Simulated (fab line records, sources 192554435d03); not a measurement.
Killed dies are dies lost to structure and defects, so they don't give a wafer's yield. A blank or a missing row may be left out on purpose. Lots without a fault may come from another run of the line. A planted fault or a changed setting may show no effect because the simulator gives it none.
Which tool did it? | flow n5_finfet | 11 lots, 29 wafers sampled, at 5 steps of a route of 1938

WHAT THE GAUGES READ, wafer by wafer
N5_ILD0_THK_MEAS_13. Usual: thk_nm 17.9 nm, standard deviation 1.1.
lot  | measured    | on            | thk_nm (nm)    | flag
L452 | day 3 23:06 | film_metro-02 | 18.7 19.1 17.9 |
L453 | day 4 03:20 | film_metro-02 | 19.2 17.4 16.1 |
L455 | day 4 12:59 | film_metro-02 | 19.2 16.1 18.9 |
L456 | day 4 22:02 | film_metro-02 | 17.5 18.3 17.7 |
L465 | day 7 01:47 | film_metro-02 | 16.2 17.0      |
L466 | day 7 08:56 | film_metro-02 | 18.5 18.8      |
L467 | day 7 16:13 | film_metro-01 | 18.6 16.3      |
L469 | day 8 03:47 | film_metro-02 | 19.1 17.9 17.3 |
L471 | day 8 16:30 | film_metro-02 | 15.9 18.5 18.0 |
L473 | day 9 00:22 | film_metro-02 | 16.4 18.0      |
L475 | day 9 12:00 | film_metro-01 | 17.6 18.3 16.6 |

N5_SDB_THK_MEAS_31. Usual: SDB_THK 64.2 nm, standard deviation 1.3.
lot  | measured    | on            | SDB_THK (nm)   | flag
L452 | day 4 04:04 | film_metro-01 | 63.9 63.0 64.8 |
L453 | day 4 07:46 | film_metro-02 | 65.6 66.7 64.4 |
L455 | day 4 17:47 | film_metro-01 | 64.9 62.7 65.2 |
L456 | day 5 02:42 | film_metro-01 | 65.1 64.8 65.6 |
L465 | day 7 06:14 | film_metro-02 | 63.6 61.8      |
L466 | day 7 13:17 | film_metro-02 | 64.2 64.0      |
L467 | day 7 20:50 | film_metro-01 | 62.8 65.4      |
L469 | day 8 08:13 | film_metro-01 | 62.8 63.5 63.4 |
L471 | day 8 20:57 | film_metro-01 | 65.6 67.0 64.3 |
L473 | day 9 05:08 | film_metro-01 | 62.8 65.0      |
L475 | day 9 16:26 | film_metro-01 | 61.4 62.2 61.8 |

N5_SDB_INSPECT_36: inspects for defects (darkfield). Usual: raw_defect_count 39, standard deviation 17.
lot  | measured    | on                | raw_defect_count | flag
L452 | day 4 04:05 | defect_inspect-01 | 41 37 27         |
L453 | day 4 07:47 | defect_inspect-02 | 34 61 28         |
L455 | day 4 17:49 | defect_inspect-01 | 37 26 33         |
L456 | day 5 02:43 | defect_inspect-02 | 17 28 30         |
L465 | day 7 06:16 | defect_inspect-02 | 48 24            |
L466 | day 7 13:19 | defect_inspect-02 | 27 20            |
L467 | day 7 20:52 | defect_inspect-02 | 20 16            |
L469 | day 8 08:14 | defect_inspect-02 | 44 28 67         |
L471 | day 8 20:59 | defect_inspect-02 | 28 48 23         |
L473 | day 9 05:09 | defect_inspect-02 | 28 39            |
L475 | day 9 16:27 | defect_inspect-01 | 60 47 15         |

N5_BEOL_M4_RC_MEAS_101. Usual: DIBL_N 36.1 mV/V, standard deviation 1.5; DIBL_P 36.1 mV/V, standard deviation 1.9; IOFF_N 0.159 nA/um, standard deviation 0.029; IOFF_P 0.21 nA/um, standard deviation 0.038; ION_N 675 uA/um, standard deviation 11; ION_P 464 uA/um, standard deviation 8.1; SS_N 71.5 mV/dec, standard deviation 0.57; SS_P 73.3 mV/dec, standard deviation 0.64; VT_N 249 mV, standard deviation 3.1; VT_P -250 mV, standard deviation 3.8.
lot  | measured     | on        | DIBL_N (mV/V)  | DIBL_P (mV/V)  | IOFF_N (nA/um)    | IOFF_P (nA/um) | ION_N (uA/um) | ION_P (uA/um) | SS_N (mV/dec)  | SS_P (mV/dec)  | VT_N (mV)   | VT_P (mV)      | flag
L452 | day 7 14:54  | prober-01 | 37.0 35.4 37.2 | 37.6 34.6 38.3 | 0.149 0.118 0.144 | 0.21 0.17 0.22 | 664 654 664   | 462 457 461   | 71.6 71.8 71.6 | 73.3 72.9 73.2 | 249 255 252 | -251 -254 -251 |
L453 | day 8 06:20  | prober-01 | 36.9 36.2 36.3 | 35.9 35.2 34.8 | 0.156 0.148 0.152 | 0.20 0.19 0.18 | 667 675 658   | 456 457 453   | 71.5 71.4 71.5 | 72.8 73.0 72.6 | 250 251 253 | -250 -252 -252 |
L455 | day 8 09:32  | prober-01 | 37.8 35.9 36.7 | 37.3 34.2 36.4 | 0.161 0.137 0.148 | 0.24 0.19 0.22 | 666 672 654   | 464 462 454   | 71.8 72.3 71.5 | 73.8 72.5 73.3 | 249 250 253 | -246 -249 -247 |
L456 | day 9 00:53  | prober-02 | 34.6 36.3 35.7 | 34.7 36.2 35.8 | 0.141 0.157 0.162 | 0.19 0.21 0.21 | 683 676 677   | 467 466 469   | 70.9 72.1 71.3 | 72.6 73.3 72.5 | 250 249 249 | -252 -250 -249 |
L465 | day 11 08:58 | prober-01 | 34.4 36.9      | 34.9 37.7      | 0.118 0.155       | 0.18 0.22      | 662 670       | 458 470       | 71.3 71.5      | 73.1 74.0      | 254 250     | -251 -250      |
L466 | day 11 09:44 | prober-02 | 36.2 37.0      | 35.5 36.4      | 0.175 0.184       | 0.20 0.19      | 692 686       | 470 452       | 70.5 71.6      | 73.2 74.3      | 247 245     | -252 -254      |
L467 | day 11 15:38 | prober-01 | 34.1 37.3      | 32.4 36.1      | 0.122 0.177       | 0.16 0.21      | 666 684       | 459 467       | 71.0 71.5      | 72.4 74.1      | 252 248     | -255 -251      |
L469 | day 12 05:31 | prober-01 | 35.6 36.9 36.6 | 37.1 37.5 37.7 | 0.150 0.166 0.169 | 0.19 0.19 0.20 | 663 676 675   | 457 460 457   | 71.3 72.4 72.3 | 73.5 73.6 73.7 | 253 248 251 | -254 -254 -254 |
L471 | day 12 12:51 | prober-01 | 36.9 36.9 36.4 | 39.4 39.2 38.2 | 0.195 0.187 0.174 | 0.25 0.23 0.22 | 675 673 671   | 465 463 462   | 71.8 72.0 72.4 | 74.3 74.5 74.7 | 247 249 250 | -247 -252 -248 |
L473 | day 13 12:38 | prober-02 | 35.6 34.5      | 36.6 34.6      | 0.159 0.131       | 0.20 0.17      | 674 664       | 456 456       | 71.3 71.1      | 72.6 73.1      | 247 252     | -252 -255      |
L475 | day 14 09:27 | prober-01 | 36.2 36.6 34.8 | 36.8 36.4 36.0 | 0.181 0.180 0.168 | 0.23 0.23 0.23 | 684 680 686   | 469 468 473   | 71.1 70.9 71.5 | 73.3 72.5 73.6 | 247 246 244 | -247 -248 -247 |

WHICH TOOL RAN EACH LOT (tool, then ch and the chambers of the sampled wafers, then the start)
lot  | N5_SDB_ALD_29
L452 | ald_sin-02 ch 1,2,3, day 4 01:02
L453 | ald_sin-02 ch 0,2,3, day 4 04:44
L455 | ald_sin-02 ch 0,2,3, day 4 14:46
L456 | ald_sin-02 ch 1,2,3, day 4 23:40
L465 | ald_sin-02 ch 0,1, day 7 04:34
L466 | ald_sin-02 ch 1,3, day 7 11:36
L467 | ald_sin-02 ch 1,2, day 7 19:10
L469 | ald_sin-04 ch 0,1, day 8 05:11
L471 | ald_sin-01 ch 1,3, day 8 17:55
L473 | ald_sin-04 ch 0, day 9 02:06
L475 | ald_sin-04 ch 1,2, day 9 13:24
- N5_SDB_ALD_29: deposits SiNx, target thk 30 nm, pulse time 1 s, ald cycles 600.

WHAT THE TOOLS THEMSELVES READ (means of the sampled wafers that have a number; where no wafer has one, the mark that the record gives instead)
N5_SDB_ALD_29. Usual: heater_power_w 830 W, standard deviation 66; precursor_pulse_height_rel 1.001, standard deviation 0.021.
lot  | tool       | heater_power_w (W) | precursor_pulse_height_rel | flag
L452 | ald_sin-02 | 817                | 0.993                      |
L453 | ald_sin-02 | 778                | 0.992                      |
L455 | ald_sin-02 | 792                | 1.000                      |
L456 | ald_sin-02 | 819                | 1.000                      |
L465 | ald_sin-02 | 846                | 1.018                      |
L466 | ald_sin-02 | 799                | 1.006                      |
L467 | ald_sin-02 | 878                | 1.020                      |
L469 | ald_sin-04 | 941                | 1.007                      |
L471 | ald_sin-01 | 913                | 0.990                      |
L473 | ald_sin-04 | 952                | 1.000                      |
L475 | ald_sin-04 | 844                | 1.006                      |

THE ANSWER, worked out from the rows above alone
Rule: a lot is off if the mean of its wafers that have a number lies more than 3 standard deviations from the usual mean. A lot without any number at a reading at which 4 lots or more have one is off too. The other lots that the step has rows for count as sound. The gauges are gone through in route order, then the tools' own readings, and for those a lot's mean is taken as printed above. The first step at which some lot is off is used, and at that step the reading that is off furthest; a lot without a number counts as furthest.
No lot is off at any reading shown: from this, nothing can be told.

WHAT THE SIMULATOR HAD PUT IN
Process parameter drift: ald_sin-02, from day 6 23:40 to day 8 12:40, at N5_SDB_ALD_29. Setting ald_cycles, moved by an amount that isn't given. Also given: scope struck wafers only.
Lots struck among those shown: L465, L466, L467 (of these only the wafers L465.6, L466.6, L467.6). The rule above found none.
